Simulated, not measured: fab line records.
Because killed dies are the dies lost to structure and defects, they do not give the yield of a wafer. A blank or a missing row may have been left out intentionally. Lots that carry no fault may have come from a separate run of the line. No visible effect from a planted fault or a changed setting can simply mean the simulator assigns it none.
A lot that was struck, set against a sound lot	flow nand harc	15 steps out of a route of 1302
Sound: these wafers, L406.1, L406.2, L406.4. Wafers struck: L419.1, L419.2, L419.3. The cause is given at the end.
At each step with rows: each side's tool, then ch and its chambers, then its first start. Under that, the readings that differ: sound wafers	struck wafers	difference of the means	sigmas: that difference in standard deviations of wafers without a fault.
alike: same words and numbers on both sides, and readings whose means sit less than 2 such deviations apart. not compared: any withheld reading, any reading some wafer has no value for, any bound like >300 that may hide the same value, and any number with overlapping values for which the record gives no deviation.
Wherever a step has rows on one side only, a row that says differs or no value, or a row with sigmas, the two part there. Numbers that don't overlap but have no deviation are shown without sigmas and don't part them. A reading that every wafer of one side lacks parts them only if that side has two wafers or more.

NHARC_A_DECK1_JOINT_ETCHBACK_00: etches the open film in HBr, target depth 30 nm, time 17.4 s.
  sound on rie si-03 ch 0,1, day 12 02:20; struck on rie si-04 ch 0,2,3, day 17 18:28
  alike: drypump motor current A, oes product au, throttle valve pct
  not compared: rf hours counter h
then, 8 steps without rows for these wafers: NHARC_A_DECK1_JOINT_PRECLEAN_30 (cleans in SC1); NHARC_A_DECK1_JOINT_SRD_31; NHARC_A_DECK1_JOINT_CVD_34 (deposits SiNx, target thk 20 nm); NHARC_A_DECK1_JOINT_DEP_06 (deposits SiOx, target thk 80 nm); NHARC_A_DECK1_JOINT_CURE_26 (time 32 s); NHARC_A_DECK1_JOINT_ANNEAL_27 (time 3600 s); NHARC_A_DECK1_JOINT_ANNEAL_28 (time 1800 s); NHARC_A_DECK1_JOINT_ANNEAL_29 (time 1800 s).
NHARC_A_DECK1_JOINT_CMP_02: polishes SiOx.
  sound on cmp-01 ch 1,2,3, day 13 06:17; struck on cmp-03 ch 0,2,3, day 19 05:53
  alike: edge zone pressure frac, motor current A
next, for these wafers, 1 step has no rows: NHARC_A_DECK1_JOINT_SRD_15.
NHARC_A_DECK1_JOINT_DEP_16: deposits SiO2, target thk 45 nm.
  sound on pecvd-01 ch 1,2, day 13 06:40; struck on pecvd-01 ch 0,1,2, day 19 06:17
  alike: heater power w, throttle valve pct
  not compared: since wet clean h
NHARC_A_DECK1_JOINT_THK_MEAS_17: measures by ellipsometry.
  struck on film metro-02, day 19 06:34; sound on film metro-02, day 13 06:56
reading	sound	struck	difference	sigmas
thk nm (nm)	43.2 43.3 45.6	55.8 56.4 58.6	+12.9	+10
NHARC_A_DECK1_JOINT_INSPECT_05:
  struck on defect inspect-02, day 19 06:35; sound on defect inspect-02, day 13 06:58
  alike: raw defect count
next, for these wafers, 1 step has no rows: NHARC_END_SORT_01.

== WHERE THEY PART ==
NHARC_A_DECK1_JOINT_THK_MEAS_17 only, going by this record. Later steps at which nothing parts them and some readings are alike: NHARC_A_DECK1_JOINT_INSPECT_05.

WHY: whatever the simulator had introduced
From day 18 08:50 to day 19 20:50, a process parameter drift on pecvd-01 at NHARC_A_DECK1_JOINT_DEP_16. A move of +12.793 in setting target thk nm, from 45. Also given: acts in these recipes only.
